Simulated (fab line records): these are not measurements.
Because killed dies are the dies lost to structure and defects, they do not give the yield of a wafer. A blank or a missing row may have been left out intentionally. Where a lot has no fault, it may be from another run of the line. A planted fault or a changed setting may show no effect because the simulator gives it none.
Chamber matching    flow nand_harc    4 sister chambers for NHARC_A_BLC_CMP_25 on cmp-01
The step polishes, t overpolish 30 s, target thk 150 nm. 18 wafers are shown with their chamber, then 9 later ones without.

## EACH WAFER AND ITS CHAMBER
wafer   chamber  motor_current_A (A)  time_to_endpoint_s (s)  overpolish_run_s (s)
L079.1  1        11.3                 29                      29.996
L079.2  3        10.4                 29                      29.999
L079.6  2        12.1                 35                      30.018
L083.2  3        10.6                 20                      29.991
L083.4  1        11.3                 28                      30.015
L083.5  1        10.9                 27                      30.006
L086.1  0        12.1                 28                      30.004
L086.4  1        11.2                 31                      30.004
L086.6  3        10.3                 25                      30.002
L088.3  3        10.7                 28                      29.995
L088.4  1        11.9                 29                      30.004
L088.6  1        11.3                 31                      30.006
L089.1  1        11.9                 32                      29.993
L089.2  2        12.0                 31                      29.996
L089.6  1        11.9                 30                      29.990
L090.3  1        11.7                 30                      29.992
L090.4  3        10.6                 25                      30.003
L090.5  1        11.8                 32                      29.994

SIGNATURES, as means of the wafers listed above
reading             chamber 0  chamber 1  chamber 2  chamber 3  scatter within a chamber
motor_current_A     12.100     11.520     12.050     10.520     0.303
time_to_endpoint_s  28.00      29.90      33.00      25.40      2.42
overpolish_run_s    30.00400   30.00000   30.00700   29.99800   0.00818
Rule: for a wafer and a chamber, the distance is found by dividing, reading by reading, the gap between the wafer's reading and the chamber's mean by the reading's scatter, squaring, summing and taking the root. If the next closest chamber is less than 2 further off than the closest, the wafer can't be placed; otherwise it belongs to the closest. How the scatter is found: for the shown wafers, subtract from each reading the mean of its chamber, square and add these, divide the total by (wafers less chambers), then take the root.

## WAFERS MISSING THEIR CHAMBER
wafer   motor_current_A (A)  time_to_endpoint_s (s)  overpolish_run_s (s)
L093.1  12.0                 29                      30.002
L093.5  12.7                 27                      29.997
L093.6  10.6                 27                      29.987
L095.1  11.9                 35                      29.993
L095.3  12.9                 29                      30.023
L095.5  11.5                 31                      29.996
L097.1  12.1                 35                      30.018
L097.4  11.5                 33                      30.009
L097.6  11.0                 29                      29.986

## EACH ONE'S CHAMBER
wafer   from the rows above           in truth
L093.1  can't be placed: 0 or 1 or 2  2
L093.5  can't be placed: 0 or 2 or 1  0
L093.6  3                             3
L095.1  can't be placed: 2 or 1 or 0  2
L095.3  can't be placed: 0 or 2 or 1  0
L095.5  can't be placed: 1 or 2 or 0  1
L097.1  can't be placed: 2 or 0       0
L097.4  can't be placed: 1 or 2 or 0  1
L097.6  can't be placed: 1 or 3 or 0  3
Correct placement for 1 of the 9. Can't be placed from these rows: 8 (the true chamber is among the candidates in 8). Number placed wrongly: 0.
